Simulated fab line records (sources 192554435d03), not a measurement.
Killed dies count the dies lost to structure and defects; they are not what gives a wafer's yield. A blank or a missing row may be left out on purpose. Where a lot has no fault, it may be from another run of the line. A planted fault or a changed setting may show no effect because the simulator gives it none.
Comparing a struck lot with a sound one / flow n5_finfet / 36 out of 1938 route steps
Sound: these wafers, L120.1, L120.3, L120.4. Wafers L125.1, L125.2, L125.4 were the ones struck. The cause is named last.
At each step with rows: each side's tool, then ch and its chambers, then its first start. Under that, the readings that differ: sound wafers / struck wafers / difference of the means / sigmas: that difference in standard deviations of wafers without a fault.
alike: readings whose means differ by less than 2 such deviations, and words and numbers that are the same on both sides. not compared: withheld readings, readings that some wafer has no value for, bounds like >300 that may hide the same value, and numbers for which the record gives no deviation and whose values overlap.
Wherever a step has rows on one side only, a row that says differs or no value, or a row with sigmas, the two part there. When numbers do not overlap yet have no deviation, they are printed without sigmas and do not part them. Lack of a reading on every wafer of one side parts them only where that side has two or more wafers.

first, 9 steps without rows for these wafers: N5_BEOL_M4_ANNEAL_95 (time 240 s); N5_BEOL_M4_SPUTTER_96 (material Cu, target thk 4.5 nm, time 8.29 s); N5_BEOL_M4_ECD_50 (material Cu, target thk 300 nm); N5_BEOL_M4_ANNEAL_51 (time 90 s); N5_BEOL_M4_CMP_52 (polishes, stops on SiOC, t overpolish 6.8 s, target thk 40 nm); N5_BEOL_M4_PRE_CLEAN_60 (time 15 s); N5_BEOL_M4_CO_CAP_55 (material Co, precursor CCTBA/H2, target thk 2 nm, time 102.1 s); N5_BEOL_M4_PRE_CLEAN_56 (time 15 s); N5_BEOL_M4_DEP_57 (deposits SiCN from 3MS/NH3, target thk 8 nm, time 14 s).
N5_BEOL_M4_RC_MEAS_101:
  sound on prober-01 ch 0, day 9 22:39; struck on prober-01 ch 0, day 11 04:12
reading=SS_P (mV/dec); sound=74.6 74.2 73.8; struck=72.8 72.9 72.6; difference=-1.4; sigmas=-2
  alike: DIBL_N, DIBL_P, IOFF_N, IOFF_P, ION_N, ION_P, SS_N, VT_N, VT_P
then, 24 steps without rows for these wafers: N5_BEOL_M5_ILD_DEP_00 (deposits SiCOH lowk from DEMS/porogen, target thk 140.64 nm, time 25.9 s); N5_BEOL_M5_CURE_79 (cures SiCOH lowk, time 240 s); N5_BEOL_M5_PECVD_70 (deposits SiO2 from TEOS/O2, target thk 16 nm, time 18 s); N5_BEOL_M5_HM_DEP_02 (deposits TiN, target thk 20 nm); N5_BEOL_M5_COAT_59 (time 60 s, resist thk 60 nm); N5_BEOL_M5_COAT_60 (time 60 s, resist thk 12 nm); N5_BEOL_M5_COAT_71 (time 60 s, resist thk 5 nm); N5_BEOL_M5_COAT_05 (resist thk 30 nm); N5_BEOL_M5_EBR_07; N5_BEOL_M5_SOFTBAKE_06 (time 60 s); N5_BEOL_M5_EXPOSE_08 (exposes mask M5, target cd 28 nm); N5_BEOL_M5_PEB_09 (peb time 60 s); N5_BEOL_M5_DEVELOP_10 (develop time 30 s); N5_BEOL_M5_DESCUM_16 (chemistry O2, time 7 s); N5_BEOL_M5_ETCH_72 (etches underlayer in N2/H2, target depth 6.5 nm, time 5.2 s); N5_BEOL_M5_ETCH_61 (etches SiARC in CF4, target depth 15.6 nm, time 26 s); N5_BEOL_M5_ETCH_62 (etches SOC in N2/H2, target depth 75 nm, overetch 15 nm, time 112.5 s); N5_BEOL_M5_STRIP_63 (strips in N2/H2); N5_BEOL_M5_STRIP_73 (strips in N2/H2); N5_BEOL_M5_STRIP_64 (strips in CF4); N5_BEOL_M5_HM_OPEN_17 (chemistry Cl2/BCl3, target TiN, target depth 20 nm, overetch 6 nm); N5_BEOL_M5_STRIP_19 (strips in O2); N5_BEOL_M5_COAT_65 (time 60 s, resist thk 60 nm); N5_BEOL_M5_COAT_66 (time 60 s, resist thk 12 nm).
-- a jump in the record: the struck wafers' starts before and after are 3 days apart (it breaks off in module BEOL_M5 and resumes in module BEOL_M13, where the first step shown is number 1694 of the route) --
N5_BEOL_M13_ETCH_68: etches SOC in N2/H2, time 355 s.
  sound on rie_diel-02 ch 1,2,3, day 12 19:58; struck on rie_diel-02 ch 0,2,3, day 14 01:08
  no value came back on the struck wafers for any of 8 readings (bias_w (W), chamber_pressure_mTorr (mTorr) and others); on the sound wafers bias_w (W) reads 349.7 348.3 347.7
reading=model.coat_of_BEOL_M13_COAT_22.thk_nm (nm); sound=0 0 0; struck=210.4 210 211.6; difference=+210.7; sigmas=
reading=model.SiARC_of_BEOL_M13_COAT_66.thk_nm (nm); sound=77.6 76.8 76.4; struck=110 110.4 110.4; difference=+33; sigmas=
N5_PASSIVATION_PROBE_49:
  sound on prober-01 at day 14 02:20; struck on prober-02 at day 15 06:44
reading=defect_limited_yield (%); sound=92.0 91.4 90.1; struck=0 0 0; difference=-91; sigmas=-65
reading=killed_at_M4_up; sound=13 16 14; struck=1090 1061 1109; difference=+1072; sigmas=+99 or more
reading=killed_dies; sound=94 101 117; struck=1180 1180 1180; difference=+1076; sigmas=+67
reading=killed_on_rim; sound=7 12 13; struck=152 152 152; difference=+141; sigmas=+35
reading=sort_bin_5_function (%); sound=4.6 4.1 5.5; struck=96.7 96.1 97.8; difference=+92.1; sigmas=+95
reading=sort_n_pass; sound=1086 1079 1063; struck=0 0 0; difference=-1076; sigmas=-67
reading=sort_yield_pct (%); sound=92.0 91.4 90.1; struck=0 0 0; difference=-91; sigmas=-65
  alike: killed_at_M0_to_M3, killed_at_contacts, killed_at_front_end, killed_at_other, killed_open, killed_short, sort_bin_6_memory

== WHERE THEY PART ==
Last at N5_PASSIVATION_PROBE_49 as far as this record goes, first at N5_BEOL_M4_RC_MEAS_101.

WHY: whatever the simulator had introduced
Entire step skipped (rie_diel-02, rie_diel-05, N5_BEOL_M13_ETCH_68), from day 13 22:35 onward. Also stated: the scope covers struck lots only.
